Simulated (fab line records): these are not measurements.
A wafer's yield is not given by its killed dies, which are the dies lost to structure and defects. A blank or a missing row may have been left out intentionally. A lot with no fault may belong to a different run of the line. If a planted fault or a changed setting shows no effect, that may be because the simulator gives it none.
Matching of chambers :: flow n5 finfet :: 3 sister chambers for N5_BEOL_M5_ILD_DEP_00 on pecvd-03
The step deposits SiCOH lowk from DEMS/porogen, target thk 140.64 nm, time 25.9 s. 6 wafers are shown with their chamber, then 9 later ones without.

== WAFERS PAIRED WITH THEIR CHAMBERS ==
wafer: L085.5
chamber: 1
heater power w (W): 348
rf fwd power W (W): 495.1

wafer: L090.3
chamber: 1
heater power w (W): 322
rf fwd power W (W): 493.3

wafer: L090.4
chamber: 2
heater power w (W): 311
rf fwd power W (W): 495.0

wafer: L091.2
chamber: 0
heater power w (W): 198
rf fwd power W (W): 493.4

wafer: L091.4
chamber: 0
heater power w (W): 200
rf fwd power W (W): 492.6

wafer: L091.6
chamber: 2
heater power w (W): 249
rf fwd power W (W): 496.5

== WAFERS WHOSE CHAMBER IS MISSING ==
wafer: L093.1
heater power w (W): 230
rf fwd power W (W): 493.5

wafer: L093.5
heater power w (W): 339
rf fwd power W (W): 493.0

wafer: L093.6
heater power w (W): 236
rf fwd power W (W): 493.2

wafer: L092.4
heater power w (W): 291
rf fwd power W (W): 495.6

wafer: L092.5
heater power w (W): 295
rf fwd power W (W): 495.7

wafer: L092.6
heater power w (W): 244
rf fwd power W (W): 496.1

wafer: L097.1
heater power w (W): 297
rf fwd power W (W): 495.8

wafer: L097.2
heater power w (W): 255
rf fwd power W (W): 493.1

wafer: L097.3
heater power w (W): 258
rf fwd power W (W): 496.7

== WHICH CHAMBER EACH ONE RAN IN ==
wafer: L093.1
from the rows above: can't be placed: 0 or 2
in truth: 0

wafer: L093.5
from the rows above: 1
in truth: 1

wafer: L093.6
from the rows above: can't be placed: 0 or 2
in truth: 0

wafer: L092.4
from the rows above: can't be placed: 2 or 1
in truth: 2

wafer: L092.5
from the rows above: can't be placed: 2 or 1
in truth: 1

wafer: L092.6
from the rows above: 2
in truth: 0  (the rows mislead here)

wafer: L097.1
from the rows above: can't be placed: 2 or 1
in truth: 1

wafer: L097.2
from the rows above: can't be placed: 0 or 2 or 1
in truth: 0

wafer: L097.3
from the rows above: 2
in truth: 2
Correct placement for 2 of the 9. Not placeable from these rows: 6 (in 6, the candidates include the true chamber). Wrongly placed: 1.
How it was worked out, from the rows above alone: a wafer's distance from a chamber is the root of the sum, over the readings, of the square of ((its reading less the chamber's mean) divided by the reading's scatter). The wafer belongs to the nearest chamber; if the next one is less than 2 further off, it can't be placed. For every chamber, the mean is computed from those of its wafers that are shown. The scatter: the root of (the sum of the squares of (reading less its chamber's mean) over the shown wafers, divided by (wafers less chambers)).
